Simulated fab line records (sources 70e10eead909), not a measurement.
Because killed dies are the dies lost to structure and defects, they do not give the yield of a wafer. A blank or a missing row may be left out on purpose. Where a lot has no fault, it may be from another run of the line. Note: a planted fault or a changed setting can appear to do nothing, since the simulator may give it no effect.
Chamber matching    flow nand_harc    NHARC_THIN_TSV_ETCHBACK_48 on rie_diel-06: 4 sister chambers
The step etches the open film in C4F8/Ar, target depth 1028.5 nm, time 405.17 s. 16 wafers are shown with their chamber, then 8 later ones without.

## WAFERS WITH THEIR CHAMBER
wafer   chamber  rf_vpp_V (V)  oes_product_au (a.u.)
L397.1  0        549.5         0.97
L397.3  2        551.1         0.98
L397.6  0        550.8         0.97
L399.3  1        542.5         0.99
L399.5  3        544.8         1.00
L399.6  2        552.8         0.99
L401.4  3        545.4         1.02
L401.5  1        542.6         1.00
L401.6  0        550.1         1.02
L398.2  1        542.4         0.99
L398.3  2        552.3         0.99
L398.4  0        551.4         1.01
L402.2  2        552.3         0.96
L402.4  0        549.7         0.98
L402.5  0        551.3         0.99
L414.1  2        552.8         0.91

SIGNATURES (means of the wafers above)
reading         chamber 0  chamber 1  chamber 2  chamber 3  scatter within a chamber
rf_vpp_V        550.467    542.500    552.260    545.100    0.675
oes_product_au  0.9900     0.9933     0.9660     1.0100     0.0241
Rule: a wafer's distance from a chamber is the root of the sum, over the readings, of the square of ((its reading less the chamber's mean) divided by the reading's scatter). If the next closest chamber is less than 2 further off than the closest, the wafer can't be placed; otherwise it belongs to the closest. How the scatter is found: for the shown wafers, subtract from each reading the mean of its chamber, square and add these, divide the total by (wafers less chambers), then take the root.

## WAFERS WITH NO CHAMBER GIVEN
wafer   rf_vpp_V (V)  oes_product_au (a.u.)
L414.2  551.0         0.92
L414.6  543.7         0.92
L417.4  551.3         0.93
L417.5  544.4         0.91
L417.6  546.0         0.93
L419.1  549.9         0.93
L419.2  551.2         0.91
L419.5  550.8         0.90

## WHICH CHAMBER EACH WENT THROUGH
wafer   from the rows above      in truth
L414.2  can't be placed: 2 or 0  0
L414.6  can't be placed: 1 or 3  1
L417.4  can't be placed: 2 or 0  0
L417.5  can't be placed: 3 or 1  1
L417.6  3                        3
L419.1  can't be placed: 0 or 2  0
L419.2  can't be placed: 2 or 0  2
L419.5  can't be placed: 2 or 0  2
Correct placement for 1 of the 8. Not placeable from these rows: 7 (in 7, the candidates include the true chamber). Placed wrongly: 0.
